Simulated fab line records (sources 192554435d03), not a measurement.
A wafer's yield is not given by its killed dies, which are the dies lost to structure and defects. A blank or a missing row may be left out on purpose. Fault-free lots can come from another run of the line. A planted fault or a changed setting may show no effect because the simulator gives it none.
Lot-split experiment | flow n5Finfet | on a route of 1938 steps: 7 lots, 21 wafers read

THE SPLIT ITSELF
At N5_BEOL_M8_DESCUM_16 (chemistry O2, time 7.9 s), the setting timeS was moved away from the recipe's 7.9 s on 4 of the 21 wafers read, by -22.4% to +18.5%. All remaining wafers had this setting at the recipe value.

Between the split and the reading, the file records no step.

THE READING
CAR-ArF_of_BEOL_M8_COAT_05.thkNm (the simulator's own value, which no gauge read), in nm, at N5_BEOL_M8_ETCH_61 (etches SiARC in CF4, target depth 45.5 nm, time 75.8 s). The file gives no usual value for it. The 17 wafers here that ran the recipe average 51.1 nm, standard deviation 0.3 nm.

wafer  | tool, chamber at the split | timeS as run, s | against the recipe | CAR-ArF_of_BEOL_M8_COAT_05.thkNm, nm | against lot-mates on the recipe
L082.2 | rieDiel-03, 1,0,0          | 7.9             | recipe             | 50.8                                 | -
L082.5 | rieDiel-03, 1,0,0          | 7.9             | recipe             | 50.8                                 | -
L082.3 | rieDiel-03, 1,0,0          | 7.9             | recipe             | 51                                   | -
L083.4 | rieDiel-05, 0,2            | 7.9             | recipe             | 51.4                                 | -
L083.6 | rieDiel-05, 0,2            | 7.9             | recipe             | 51.4                                 | -
L083.5 | rieDiel-05, 3              | 7.9             | recipe             | 51.2                                 | -
L084.2 | rieDiel-03, 2              | 6.907           | -12.6%             | 52.2                                 | +0.8
L084.4 | rieDiel-03, 3,1            | 7.9             | recipe             | 51.4                                 | -
L084.5 | rieDiel-03, 3,1            | 7.9             | recipe             | 51.4                                 | -
L085.2 | rieDiel-05, 0              | 7.9             | recipe             | 50.8                                 | -
L085.3 | rieDiel-05, 3              | 9.363           | +18.5%             | 50                                   | -1.0
L085.5 | rieDiel-05, 0              | 7.9             | recipe             | 51.2                                 | -
L088.1 | rieDiel-04, 0              | 7.9             | recipe             | 50.6                                 | -
L088.2 | rieDiel-04, 3              | 7.9             | recipe             | 50.6                                 | -
L088.5 | rieDiel-04, 3              | 7.9             | recipe             | 51                                   | -
L093.1 | rieDiel-04, 2,1            | 7.9             | recipe             | 51.4                                 | -
L093.3 | rieDiel-04, 2,1            | 7.9             | recipe             | 51.6                                 | -
L093.4 | rieDiel-04, 0              | 7.9             | recipe             | 51.2                                 | -
L096.1 | rieDiel-05, 3,1            | 6.129           | -22.4%             | 51.6                                 | +0.6
L096.3 | rieDiel-05, 3,1            | 6.129           | -22.4%             | 51.8                                 | +0.8
L096.4 | rieDiel-05, 2              | 7.9             | recipe             | 51                                   | -
Where a row lists several chambers, the file gives one row for several wafers and doesn't say which wafer went through which chamber.

FIT RESULTS
A straight line over all 21 wafers: CAR-ArF_of_BEOL_M8_COAT_05.thkNm changes by -0.0409 nm for each +1% of timeS; r = -0.72; the points scatter about the line by 0.34 nm.
The same after taking each lot's own level away (the mean of its wafers on the recipe; 21 wafers): -0.0403 nm for each +1%; r = -0.90; scatter 0.17 nm.
That fit puts the effect of the largest move of timeS on the reading at 0.9 nm.
Measured against the standard deviation above, the lots' own levels, which go from 50.73 to 51.40 nm, span 2.2 times it.
So the lot-to-lot level blurs the effect unless lot-mates are compared.
Check: +1.03 nm against its lot-mates is what the line predicts for one of the wafers moved furthest among these (-22.4%) when that wafer is left out of the fit. Against them it came out at +0.6 nm.

THESE WAFERS: OTHER SPLITS
Other splits were also applied to these wafers ahead of the reading. Each is held against what the fit with the lots' levels taken away leaves over:
other split on the same wafers  | wafers away from the commonest value | r with CAR-ArF_of_BEOL_M8_COAT_05.thkNm (lot level and that fit taken away)
N5_BEOL_M5_ETCH_41 sourceW      | 7                                    | +0.04
N5_BEOL_M6_ILD_DEP_00 timeS     | 6                                    | -0.14
N5_BEOL_M6_HM_DEP_02 targetThkA | 4                                    | +0.24
N5_BEOL_M7_EXPOSE_08 doseMj     | 4                                    | +0.37

THE WHOLE CHAIN: every reading that the file lists as answering this split, in the file's order
step                 | what it does                                           | reading                                                                           | change (the file's fit)                | r (the file's)
N5_BEOL_M8_DESCUM_16 | chemistry O2, time 7.9 s                               | CAR-ArF_of_BEOL_M8_COAT_05.thkNm (the simulator's own value, which no gauge read) | -0.0457 nm for each +1% of the setting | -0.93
N5_BEOL_M8_ETCH_61   | etches SiARC in CF4, target depth 45.5 nm, time 75.8 s | CAR-ArF_of_BEOL_M8_COAT_05.thkNm (the simulator's own value, which no gauge read) | -0.0441 nm for each +1% of the setting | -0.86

FILE'S OWN FIT
CAR-ArF_of_BEOL_M8_COAT_05.thkNm changes by -0.0441 nm for each +1% of timeS, r = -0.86.
